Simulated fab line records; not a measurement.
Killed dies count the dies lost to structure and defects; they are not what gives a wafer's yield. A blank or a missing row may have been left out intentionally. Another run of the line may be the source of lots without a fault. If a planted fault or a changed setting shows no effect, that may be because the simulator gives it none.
Chamber matching / flow nandHarc / 4 sister chambers for NHARC_A_WL_FILL_ALD_10 on aldHk-04
The step deposits SiO2, target thk 50 nm, pulse time 10 s, ald cycles 500. 4 wafers are shown with their chamber, then 7 later ones without.

## WAFERS, EACH WITH ITS CHAMBER
wafer=L392.4; chamber=0; heaterPowerW (W)=485
wafer=L395.5; chamber=1; heaterPowerW (W)=491
wafer=L399.1; chamber=3; heaterPowerW (W)=461
wafer=L399.2; chamber=2; heaterPowerW (W)=503

## WAFERS WHOSE CHAMBER IS MISSING
wafer=L399.3; heaterPowerW (W)=500
wafer=L400.1; heaterPowerW (W)=495
wafer=L400.3; heaterPowerW (W)=482
wafer=L400.5; heaterPowerW (W)=478
wafer=L403.1; heaterPowerW (W)=498
wafer=L403.2; heaterPowerW (W)=485
wafer=L403.3; heaterPowerW (W)=480

## WHICH CHAMBER EACH ONE RAN IN
wafer=L399.3; from the rows above=can't be placed: 2 or 1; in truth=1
wafer=L400.1; from the rows above=can't be placed: 1 or 2 or 0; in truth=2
wafer=L400.3; from the rows above=can't be placed: 0 or 1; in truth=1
wafer=L400.5; from the rows above=can't be placed: 0 or 1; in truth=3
wafer=L403.1; from the rows above=can't be placed: 2 or 1 or 0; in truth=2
wafer=L403.2; from the rows above=can't be placed: 0 or 1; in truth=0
wafer=L403.3; from the rows above=can't be placed: 0 or 1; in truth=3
Placed correctly: 0 of 7. Cannot be placed on the basis of these rows: 7; the candidates contain the true chamber in 5. 0 placed wrongly.
How it was worked out, from the rows above alone: a wafer's distance from a chamber is the root of the sum, over the readings, of the square of ((its reading less the chamber's mean) divided by the reading's scatter). If the next closest chamber is less than 2 further off than the closest, the wafer can't be placed; otherwise it belongs to the closest. Each chamber's mean is taken over the wafers shown for it. The scatter (one wafer shown for each chamber): square how far every hidden wafer sits from the nearest shown wafer, average those squares and take the square root.
